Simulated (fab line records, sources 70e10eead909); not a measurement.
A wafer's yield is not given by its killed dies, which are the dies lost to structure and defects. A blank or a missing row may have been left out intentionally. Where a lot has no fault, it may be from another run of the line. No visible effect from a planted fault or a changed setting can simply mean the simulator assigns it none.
The tool behind it: which one? + flow nand_harc + 12 lots with 36 wafers sampled at 5 steps, on a route of 1302 steps

## WHAT THE GAUGES SHOWED, per wafer
NHARC_A_CHANNEL_HOLE_D2_CD_MEAS_31. Usual: cd_nm at 90.0 nm, with a standard deviation of 1.2.
| lot  | measured     | on        | cd_nm (nm)     | flag |
|------|--------------|-----------|----------------|------|
| L529 | day 14 01:44 | cd_sem-01 | 91.1 89.4 88.7 |      |
| L531 | day 14 17:47 | cd_sem-03 | 90.9 89.7 91.5 |      |
| L530 | day 14 18:58 | cd_sem-01 | 91.9 89.2 90.4 |      |
| L535 | day 16 14:46 | cd_sem-02 | 89.5 89.9 90.7 |      |
| L536 | day 16 23:19 | cd_sem-01 | 90.5 89.0 90.2 |      |
| L537 | day 17 11:53 | cd_sem-01 | 91.9 89.9 88.6 |      |
| L541 | day 18 13:54 | cd_sem-01 | 91.4 90.7 89.7 |      |
| L543 | day 20 04:21 | cd_sem-01 | 89.9 91.7 89.6 |      |
| L545 | day 20 21:59 | cd_sem-03 | 89.9 90.1 92.7 |      |
| L547 | day 21 09:49 | cd_sem-03 | 91.7 90.3 89.3 |      |
| L548 | day 22 17:26 | cd_sem-03 | 88.9 87.5 88.9 |      |
| L549 | day 22 19:28 | cd_sem-01 | 90.1 89.4 89.6 |      |

NHARC_END_SORT_01. Usual: killed_at_array 52, standard deviation 17; killed_at_other 0.9, standard deviation 1.2; killed_at_periphery 3.9, standard deviation 2.7; killed_dies 57, standard deviation 16; killed_open 3.3, standard deviation 1.9; killed_short 2.5, standard deviation 1.5.
| lot  | measured     | on        | killed_at_array | killed_at_other | killed_at_periphery | killed_dies | killed_open | killed_short | flag |
|------|--------------|-----------|-----------------|-----------------|---------------------|-------------|-------------|--------------|------|
| L530 | day 25 16:59 | prober-02 | 59 76 80        | 0 0 0           | 3 3 1               | 62 79 81    | 2 2 2       | 1 2 4        |      |
| L537 | day 28 09:14 | prober-02 | 48              | 2               | 5                   | 55          | 4           | 1            |      |
| L545 | day 31 22:09 | prober-02 | 52 75 323       | 0 1 1           | 3 3 1               | 55 79 325   | 3 2 6       | 0 1 1        | OFF  |
| L547 | day 32 21:14 | prober-01 | 81 62 319       | 1 1 0           | 5 6 6               | 87 69 325   | 1 5 4       | 4 1 3        | OFF  |

## WHAT TOOL EACH LOT RAN ON (gives the tool, then ch and the chambers of the sampled wafers, and finally the start)
| lot  | NHARC_A_CHANNEL_HOLE_D2_STRIP_28              | NHARC_A_CHANNEL_HOLE_D2_XSEM_32 | NHARC_A_CHANNEL_FILL_D2_ETCHBACK_20 |
|------|-----------------------------------------------|---------------------------------|-------------------------------------|
| L529 | rie_diel-12 ch 1,3, day 14 01:44 or earlier   | xsem-02 ch 0, day 14 01:49      | rie_diel-05 ch 0,1,3, day 15 01:43  |
| L531 | rie_diel-12 ch 0,2,3, day 14 17:47 or earlier | xsem-01 ch 0, day 14 17:53      | rie_diel-02 ch 0,2,3, day 15 18:19  |
| L530 | rie_diel-01 ch 0,1,3, day 14 18:58 or earlier | xsem-02 ch 0, day 14 19:03      | rie_diel-05 ch 0,1,3, day 15 18:18  |
| L535 | rie_diel-12 ch 0,2,3, day 16 14:46 or earlier | xsem-02 ch 0, day 16 14:52      | rie_diel-05 ch 0,1, day 17 16:16    |
| L536 | rie_diel-12 ch 0,1, day 16 23:19 or earlier   | xsem-02 ch 0, day 16 23:25      | rie_diel-02 ch 1,2, day 18 00:26    |
| L537 | rie_diel-12 ch 1,2,3, day 17 11:53 or earlier | xsem-01 ch 0, day 17 11:58      | rie_diel-02 ch 0,1,2, day 18 12:35  |
| L541 | rie_diel-08 ch 0,1, day 18 13:54 or earlier   | xsem-01 ch 0, day 18 13:59      | rie_diel-05 ch 0,3, day 19 13:53    |
| L543 | rie_diel-08 ch 1,2, day 20 04:21 or earlier   | xsem-01 ch 0, day 20 04:26      | rie_diel-02 ch 0,2,3, day 21 04:56  |
| L545 | rie_diel-12 ch 1,3, day 20 21:59 or earlier   | xsem-01 ch 0, day 20 22:04      | rie_diel-05 ch 0,1,3, day 22 02:15  |
| L547 | rie_diel-01 ch 1,2,3, day 21 09:49 or earlier | xsem-02 ch 0, day 21 09:55      | rie_diel-05 ch 0,1,3, day 22 12:49  |
| L548 | rie_diel-01 ch 0,2, day 22 17:26 or earlier   | xsem-02 ch 0, day 22 17:32      | rie_diel-09 ch 1,3, day 24 00:44    |
| L549 | rie_diel-08 ch 0,2, day 22 19:28 or earlier   | xsem-01 ch 0, day 22 19:33      | rie_diel-02 ch 0,1, day 24 00:44    |
- NHARC_A_CHANNEL_HOLE_D2_STRIP_28: strips in O2.
- NHARC_A_CHANNEL_HOLE_D2_XSEM_32
- NHARC_A_CHANNEL_FILL_D2_ETCHBACK_20: etches the open film in C4F8/O2/Ar, target depth 27 nm, time 13.5 s.

## WHAT THE TOOLS THEMSELVES READ (means of the sampled wafers that have a number; where no wafer has one, the mark that the record gives instead)
NHARC_A_CHANNEL_HOLE_D2_STRIP_28. Usual: drypump_motor_current_A 5.4 A, standard deviation 0.39; oes_product_au 1.002 a.u., standard deviation 0.012; rf_vpp_V 57.9 V, standard deviation 0.88; showerhead_plenum_p_Torr 3.57 Torr, standard deviation 0.094; throttle_valve_pct 17.037 %, standard deviation 0.009.
| lot  | tool        | drypump_motor_current_A (A) | oes_product_au (a.u.) | rf_vpp_V (V) | showerhead_plenum_p_Torr (Torr) | throttle_valve_pct (%) | flag |
|------|-------------|-----------------------------|-----------------------|--------------|---------------------------------|------------------------|------|
| L529 | rie_diel-12 | 5.5                         | 0.991                 | 58.1         | 3.59                            | 17.042                 |      |
| L531 | rie_diel-12 | 5.1                         | 0.994                 | 58.0         | 3.61                            | 17.034                 |      |
| L530 | rie_diel-01 | 5.3                         | 1.007                 | 58.6         | 3.53                            | 17.034                 |      |
| L535 | rie_diel-12 | 5.1                         | 0.998                 | 58.0         | 3.61                            | 17.048                 |      |
| L536 | rie_diel-12 | 5.8                         | 0.988                 | 57.2         | 3.56                            | 17.029                 |      |
| L537 | rie_diel-12 | 5.4                         | 1.009                 | 58.5         | 3.58                            | 17.035                 |      |
| L541 | rie_diel-08 | 5.2                         | 1.008                 | 56.9         | 3.39                            | 17.044                 |      |
| L543 | rie_diel-08 | 5.2                         | 0.998                 | 57.0         | 3.49                            | 17.042                 |      |
| L545 | rie_diel-12 | 5.4                         | 0.992                 | 57.9         | 3.59                            | 17.030                 |      |
| L547 | rie_diel-01 | 5.6                         | 1.014                 | 57.4         | 3.55                            | 17.034                 |      |
| L548 | rie_diel-01 | 5.3                         | 1.006                 | 58.4         | 3.63                            | 17.034                 |      |
| L549 | rie_diel-08 | 5.4                         | 0.998                 | 57.4         | 3.53                            | 17.031                 |      |

NHARC_A_CHANNEL_HOLE_D2_XSEM_32. Usual: bot_cd_nm 74.4 nm, standard deviation 1.5; bow_nm 8.63 nm, standard deviation 0.24; tilt_deg 0.07 degrees, standard deviation 0.044.
| lot  | tool    | bot_cd_nm (nm) | bow_nm (nm) | tilt_deg (degrees) | flag |
|------|---------|----------------|-------------|--------------------|------|
| L529 | xsem-02 | 74.3           | 8.42        | 0.06               |      |
| L531 | xsem-01 | 75.8           | 8.68        | 0.06               |      |
| L530 | xsem-02 | 74.8           | 8.56        | 0.12               |      |
| L535 | xsem-02 | 74.1           | 8.72        | 0.03               |      |
| L536 | xsem-02 | 73.5           | 8.75        | 0.15               |      |
| L537 | xsem-01 | 75.0           | 8.63        | 0.08               |      |
| L541 | xsem-01 | 76.3           | 9.43        | 0.03               | OFF  |
| L543 | xsem-01 | 74.4           | 8.18        | 0.10               |      |
| L545 | xsem-01 | 76.0           | 8.87        | 0.17               |      |
| L547 | xsem-02 | 74.6           | 8.66        | 0.06               |      |
| L548 | xsem-02 | 72.2           | 8.75        | 0.05               |      |
| L549 | xsem-01 | 73.8           | 8.54        | -0.01              |      |

NHARC_A_CHANNEL_FILL_D2_ETCHBACK_20. Usual: oes_product_au 0.988 a.u., standard deviation 0.028; rf_vpp_V 980 V, standard deviation 6.5; run_length_s 34.7 s, standard deviation 0.41.
| lot  | tool        | oes_product_au (a.u.) | rf_vpp_V (V) | run_length_s (s) | flag |
|------|-------------|-----------------------|--------------|------------------|------|
| L529 | rie_diel-05 | 0.922                 | 979          | 34.8             |      |
| L531 | rie_diel-02 | 0.985                 | 979          | 34.8             |      |
| L530 | rie_diel-05 | 1.009                 | 980          | 34.6             |      |
| L535 | rie_diel-05 | 1.005                 | 978          | 34.7             |      |
| L536 | rie_diel-02 | 1.008                 | 974          | 34.2             |      |
| L537 | rie_diel-02 | 1.005                 | 978          | 34.9             |      |
| L541 | rie_diel-05 | 0.978                 | 982          | 34.8             |      |
| L543 | rie_diel-02 | 0.996                 | 979          | 34.6             |      |
| L545 | rie_diel-05 | 1.002                 | 979          | 33.3             | OFF  |
| L547 | rie_diel-05 | 1.008                 | 979          | 33.6             |      |
| L548 | rie_diel-09 | 1.002                 | 980          | 34.5             |      |
| L549 | rie_diel-02 | 0.987                 | 982          | 34.5             |      |

## THE ANSWER, worked out from the rows above alone
Rule: lot off if the mean of its wafers having a number is beyond 3 standard deviations from the usual mean. Also off: a lot with no number at a reading for which 4 or more lots have one. Any other lot the step has rows for is counted as sound. Order of review: gauges by route order, followed by the tools' own readings, for which a lot's mean as printed above is used. At the first step where some lot is off, the reading lying furthest off is the one used; lots without a number count as furthest.
Off, at NHARC_END_SORT_01 on killed_dies: L545, L547. Neither off nor sound, because the step has no rows for them: L529, L531, L535, L536, L541, L543, L548, L549.
If a tool, at a process step before that reading, ran all the lots that are off and no sound lot after the first of them, it fits. The gauges at NHARC_END_SORT_01 are tried like those tools. Because NHARC_A_CHANNEL_HOLE_D2_STRIP_28 lacks a start for some lots, the hours and order of its lots are taken from NHARC_A_CHANNEL_HOLE_D2_CD_MEAS_31. One candidate fits, namely rie_diel-05 at NHARC_A_CHANNEL_FILL_D2_ETCHBACK_20. Its last sound lot is L530 (day 15 18:18), its first lot that is off L545 (day 22 02:15): a fault that began between those two fits.
The tool's own readings at NHARC_A_CHANNEL_FILL_D2_ETCHBACK_20 bear it out: on the lots that are off they differ by more than 5 times the standard deviation of the sound lots' means. run_length_s reads 33.5 s there against 34.8 s on the sound lots.

## WHAT WAS PUT IN BY THE SIMULATOR
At NHARC_A_CHANNEL_FILL_D2_ETCHBACK_20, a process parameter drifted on rie_diel-05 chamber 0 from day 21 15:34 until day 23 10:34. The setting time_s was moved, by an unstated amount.
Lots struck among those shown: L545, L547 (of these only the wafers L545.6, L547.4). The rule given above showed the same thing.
